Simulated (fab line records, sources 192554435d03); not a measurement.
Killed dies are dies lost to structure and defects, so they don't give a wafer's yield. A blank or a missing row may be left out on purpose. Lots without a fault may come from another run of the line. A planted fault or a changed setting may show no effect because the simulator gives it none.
Chamber matching | flow n5_finfet | N5_GATE_CUT_ETCH_36 on rie_diel-03: 4 sister chambers
The step etches SiARC in CF4, target depth 13 nm, time 21.7 s. 20 wafers are shown with their chamber, then 10 later ones without.

WAFERS WITH THEIR CHAMBER
wafer  | chamber | drypump_motor_current_A (A) | showerhead_plenum_p_Torr (Torr) | throttle_valve_pct (%)
L074.2 | 3       | 5.7                         | 2.14                            | 15.81
L074.5 | 1       | 6.3                         | 2.20                            | 15.95
L074.6 | 2       | 5.0                         | 2.20                            | 15.68
L081.3 | 3       | 5.7                         | 2.13                            | 15.82
L081.4 | 1       | 6.3                         | 2.20                            | 15.98
L081.5 | 1       | 6.3                         | 2.20                            | 15.96
L083.2 | 2       | 5.0                         | 2.19                            | 15.71
L083.5 | 3       | 5.7                         | 2.13                            | 15.83
L083.6 | 2       | 5.0                         | 2.19                            | 15.71
L086.2 | 1       | 6.3                         | 2.20                            | 16.00
L086.4 | 0       | 6.0                         | 2.10                            | 15.47
L086.5 | 1       | 6.3                         | 2.20                            | 16.01
L088.2 | 1       | 6.2                         | 2.19                            | 16.01
L088.5 | 1       | 6.3                         | 2.19                            | 16.03
L088.6 | 2       | 5.0                         | 2.19                            | 15.24
L089.1 | 1       | 6.3                         | 2.19                            | 16.03
L089.4 | 3       | 5.7                         | 2.13                            | 15.86
L089.6 | 1       | 6.3                         | 2.19                            | 16.01
L090.2 | 0       | 6.0                         | 2.10                            | 15.45
L090.4 | 1       | 6.3                         | 2.19                            | 16.03

SIGNATURES (means of the wafers above)
reading                  | chamber 0 | chamber 1 | chamber 2 | chamber 3 | scatter within a chamber
drypump_motor_current_A  | 6.000     | 6.290     | 5.000     | 5.700     | 0.0237
showerhead_plenum_p_Torr | 2.1000    | 2.1950    | 2.1925    | 2.1325    | 0.005
throttle_valve_pct       | 15.4600   | 16.0010   | 15.5850   | 15.8300   | 0.103
Rule: a wafer's distance from a chamber is the root of the sum, over the readings, of the square of ((its reading less the chamber's mean) divided by the reading's scatter). The wafer belongs to the nearest chamber; if the next one is less than 2 further off, it can't be placed. The scatter: the root of (the sum of the squares of (reading less its chamber's mean) over the shown wafers, divided by (wafers less chambers)).

WAFERS WITHOUT THEIR CHAMBER
wafer  | drypump_motor_current_A (A) | showerhead_plenum_p_Torr (Torr) | throttle_valve_pct (%)
L090.5 | 5.7                         | 2.13                            | 15.87
L091.2 | 6.3                         | 2.19                            | 16.03
L091.5 | 5.7                         | 2.12                            | 15.85
L091.6 | 5.0                         | 2.19                            | 15.23
L093.1 | 5.7                         | 2.12                            | 15.86
L093.2 | 6.0                         | 2.10                            | 15.46
L093.6 | 6.0                         | 2.10                            | 15.48
L097.2 | 6.0                         | 2.10                            | 15.49
L097.3 | 5.0                         | 2.18                            | 15.27
L097.5 | 5.7                         | 2.12                            | 15.89

WHICH CHAMBER EACH WENT THROUGH
wafer  | from the rows above | in truth
L090.5 | 3                   | 3
L091.2 | 1                   | 1
L091.5 | 3                   | 3
L091.6 | 2                   | 2
L093.1 | 3                   | 3
L093.2 | 0                   | 0
L093.6 | 0                   | 0
L097.2 | 0                   | 0
L097.3 | 2                   | 2
L097.5 | 3                   | 3
Placed correctly: 10 of 10. Can't be placed from these rows: 0. Placed wrongly: 0.
